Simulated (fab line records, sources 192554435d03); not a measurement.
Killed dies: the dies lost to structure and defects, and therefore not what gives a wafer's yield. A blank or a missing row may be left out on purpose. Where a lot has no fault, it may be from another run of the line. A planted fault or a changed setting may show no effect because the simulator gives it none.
Which tool was responsible? | flow n5-finfet | 10 lots, 30 wafers sampled, at 7 steps of a route of 1938

== WHAT THE GAUGES SHOWED, per wafer ==
N5_BEOL_M5_INSPECT_58: inspects for defects (darkfield).
lot  | measured     | on                | raw-defect-count
L410 | day 8 12:16  | defect-inspect-02 | 45 41 47
L412 | day 8 17:50  | defect-inspect-02 | 82 84 94
L417 | day 10 01:47 | defect-inspect-02 | 399 356 351
L419 | day 10 13:16 | defect-inspect-01 | 86 140 57
L421 | day 11 07:07 | defect-inspect-02 | 383 363 379
L425 | day 11 21:46 | defect-inspect-02 | 53 84 107
L427 | day 13 06:07 | defect-inspect-02 | 40 47 33
L429 | day 14 01:32 | defect-inspect-02 | 55 67 31
L430 | day 14 01:34 | defect-inspect-02 | 58 56 61
L433 | day 14 11:14 | defect-inspect-01 | 56 48 87

N5_BEOL_M6_THK_MEAS_01.
lot  | measured     | on            | M6_ILD_THK (nm)
L410 | day 8 12:53  | film-metro-01 | 152.9 153.4 156.7
L412 | day 8 18:27  | film-metro-02 | 155.6 156.2 160.1
L417 | day 10 02:25 | film-metro-01 | 155.6 156.1 156.6
L419 | day 10 13:54 | film-metro-02 | 154.7 155.2 158.5
L421 | day 11 07:43 | film-metro-02 | 155.0 156.3 157.6
L425 | day 11 22:23 | film-metro-02 | 153.2 154.8 157.9
L427 | day 13 06:44 | film-metro-01 | 153.6 157.0 155.4
L429 | day 14 02:08 | film-metro-01 | 152.0 154.9 155.0
L430 | day 14 02:10 | film-metro-01 | 153.4 153.8 155.7
L433 | day 14 11:51 | film-metro-01 | 153.1 152.9 153.3

N5_BEOL_M6_INSPECT_13: inspects for defects (brightfield).
lot  | measured     | on                | raw-defect-count
L410 | day 8 14:58  | defect-inspect-02 | 334 327 353
L412 | day 8 20:42  | defect-inspect-02 | 677 419 453
L417 | day 10 04:56 | defect-inspect-01 | 941 836 792
L419 | day 10 16:03 | defect-inspect-02 | 515 548 496
L421 | day 11 10:15 | defect-inspect-01 | 705 813 738
L425 | day 12 00:17 | defect-inspect-02 | 315 467 517
L427 | day 13 08:22 | defect-inspect-02 | 319 361 285
L429 | day 14 04:31 | defect-inspect-02 | 425 426 363
L430 | day 14 04:33 | defect-inspect-02 | 352 390 367
L433 | day 14 14:26 | defect-inspect-02 | 446 484 473

N5_BEOL_M6_INSPECT_30: inspects for defects (brightfield).
lot  | measured     | on                | raw-defect-count
L410 | day 8 16:20  | defect-inspect-02 | 328 303 331
L412 | day 8 22:38  | defect-inspect-01 | 706 437 491
L417 | day 10 06:31 | defect-inspect-02 | 878 794 729
L419 | day 10 17:46 | defect-inspect-02 | 531 569 518
L421 | day 11 13:35 | defect-inspect-01 | 696 786 764
L425 | day 12 01:23 | defect-inspect-02 | 354 485 533
L427 | day 13 10:11 | defect-inspect-02 | 309 351 284
L429 | day 14 10:03 | defect-inspect-01 | 464 461 401
L430 | day 14 10:13 | defect-inspect-01 | 384 411 425
L433 | day 14 16:44 | defect-inspect-02 | 429 501 531

== WHICH TOOL RAN EACH LOT (tool, then ch and the chambers of the sampled wafers, then the start) ==
lot  | N5_BEOL_M5_ANNEAL_89         | N5_BEOL_M5_CMP_52             | N5_BEOL_M5_CO_CAP_78
L410 | pvd-sputter-03, day 8 10:06  | cmp-03 ch 1,2,3, day 8 11:37  | cvd-co-02 ch 0,1, day 8 12:01
L412 | pvd-sputter-03, day 8 15:44  | cmp-03 ch 0,1,2, day 8 17:15  | cvd-co-01 ch 1,2, day 8 17:37
L417 | pvd-sputter-02, day 9 23:40  | cmp-03 ch 0,1,3, day 10 01:12 | cvd-co-02 ch 0,1,2, day 10 01:32
L419 | pvd-sputter-03, day 10 11:08 | cmp-04 ch 0,1,2, day 10 12:44 | cvd-co-02 ch 1,2, day 10 13:02
L421 | pvd-sputter-01, day 11 04:45 | cmp-03 ch 0,1, day 11 06:32   | cvd-co-02 ch 0,1, day 11 06:54
L425 | pvd-sputter-02, day 11 19:24 | cmp-02 ch 0,2,3, day 11 21:13 | cvd-co-02 ch 0,1,2, day 11 21:33
L427 | pvd-sputter-02, day 13 04:00 | cmp-02 ch 1,2,3, day 13 05:33 | cvd-co-02 ch 0,1,2, day 13 05:53
L429 | pvd-sputter-01, day 13 23:26 | cmp-02 ch 0,2,3, day 14 00:59 | cvd-co-01 ch 1,2, day 14 01:19
L430 | pvd-sputter-02, day 13 23:28 | cmp-04 ch 1,2,3, day 14 01:03 | cvd-co-02 ch 0,2, day 14 01:21
L433 | pvd-sputter-01, day 14 09:04 | cmp-03 ch 0,1,2, day 14 10:40 | cvd-co-02 ch 0,1,2, day 14 11:02
- N5_BEOL_M5_ANNEAL_89: time 1800 s.
- N5_BEOL_M5_CMP_52: polishes, stops on SiCOH lowk, t overpolish 6.9 s, target thk 62 nm.
- N5_BEOL_M5_CO_CAP_78: material Co, precursor CCTBA/H2, target thk 2 nm, time 102.1 s.

== AS READ BY THE TOOLS THEMSELVES (means over the sampled wafers that have a number; for cases with no such wafer, the mark the record gives instead) ==
N5_BEOL_M5_ANNEAL_89.
lot  | tool           | heater-power-w (W) | susceptor-temp-C (C)
L410 | pvd-sputter-03 | 856                | 399.77
L412 | pvd-sputter-03 | 853                | 399.88
L417 | pvd-sputter-02 | 808                | 399.93
L419 | pvd-sputter-03 | 897                | 400.04
L421 | pvd-sputter-01 | 812                | 400.27
L425 | pvd-sputter-02 | 760                | 399.95
L427 | pvd-sputter-02 | 758                | 399.89
L429 | pvd-sputter-01 | 837                | 400.23
L430 | pvd-sputter-02 | 768                | 400.10
L433 | pvd-sputter-01 | 821                | 400.05

N5_BEOL_M5_CMP_52.
lot  | tool   | barrier-field-endpoint-s (s) | motor-current-A (A) | overpolish-run-s (s) | slurry-flow-ml-min | time-to-endpoint-s (s)
L410 | cmp-03 | 24.9                         | 5.8                 | 6.896                | 150.3              | 61
L412 | cmp-03 | 25.3                         | 6.2                 | 6.888                | 150.1              | 60
L417 | cmp-03 | 24.5                         | 6.3                 | 6.903                | 150.4              | 60
L419 | cmp-04 | 25.5                         | 6.0                 | 6.903                | 149.6              | 64
L421 | cmp-03 | 25.1                         | 6.5                 | 6.899                | 150.1              | 63
L425 | cmp-02 | 25.4                         | 6.8                 | 6.889                | 149.9              | 64
L427 | cmp-02 | 25.2                         | 6.3                 | 6.905                | 150.0              | 62
L429 | cmp-02 | 24.0                         | 6.9                 | 6.899                | 150.8              | 60
L430 | cmp-04 | 25.0                         | 6.4                 | 6.894                | 149.8              | 65
L433 | cmp-03 | 25.6                         | 6.2                 | 6.892                | 150.2              | 67

N5_BEOL_M5_CO_CAP_78.
lot  | tool      | heater-power-w (W) | susceptor-temp-C (C)
L410 | cvd-co-02 | 239                | 200.03
L412 | cvd-co-01 | 243                | 199.90
L417 | cvd-co-02 | 244                | 200.10
L419 | cvd-co-02 | 211                | 200.04
L421 | cvd-co-02 | 239                | 199.82
L425 | cvd-co-02 | 244                | 200.10
L427 | cvd-co-02 | 242                | 200.09
L429 | cvd-co-01 | 229                | 200.12
L430 | cvd-co-02 | 279                | 200.07
L433 | cvd-co-02 | 250                | 200.12

== THE ANSWER, worked out from the rows above alone ==
Rule: what is usual is taken from the lots themselves. The widest of any qualifying gaps counts: lots, ordered by their means at a reading, are off when they make up no more than a third of the lots, leave a main group of 4 or more, and stand apart from it by 3 or more times the standard deviation of that group's means. If all means in a main group match to the digits the tables above print for the reading, that group is not used. Also off: a lot with no number at a reading for which 4 or more lots have one. Where the step has rows for the other lots, those lots are counted as sound. After the gauges, taken in route order, come the tools' own readings; for these a lot's mean is taken, as printed above. The first step at which some lot is off is used, and at that step the reading that is off furthest; a lot without a number counts as furthest.
Off at N5_BEOL_M5_INSPECT_58 (raw-defect-count): L417, L421. Mean 65 and standard deviation 19 in the main group.
A tool fits if, at a process step before that reading, it ran every lot that is off, and no sound lot after the first of them. Not tried: the gauges at N5_BEOL_M5_INSPECT_58; whatever is off there is also off at N5_BEOL_M6_INSPECT_13, on other tools, and gauge error can't account for it. No candidate that was tried fits.

== WHAT THE SIMULATOR HAD PUT IN ==
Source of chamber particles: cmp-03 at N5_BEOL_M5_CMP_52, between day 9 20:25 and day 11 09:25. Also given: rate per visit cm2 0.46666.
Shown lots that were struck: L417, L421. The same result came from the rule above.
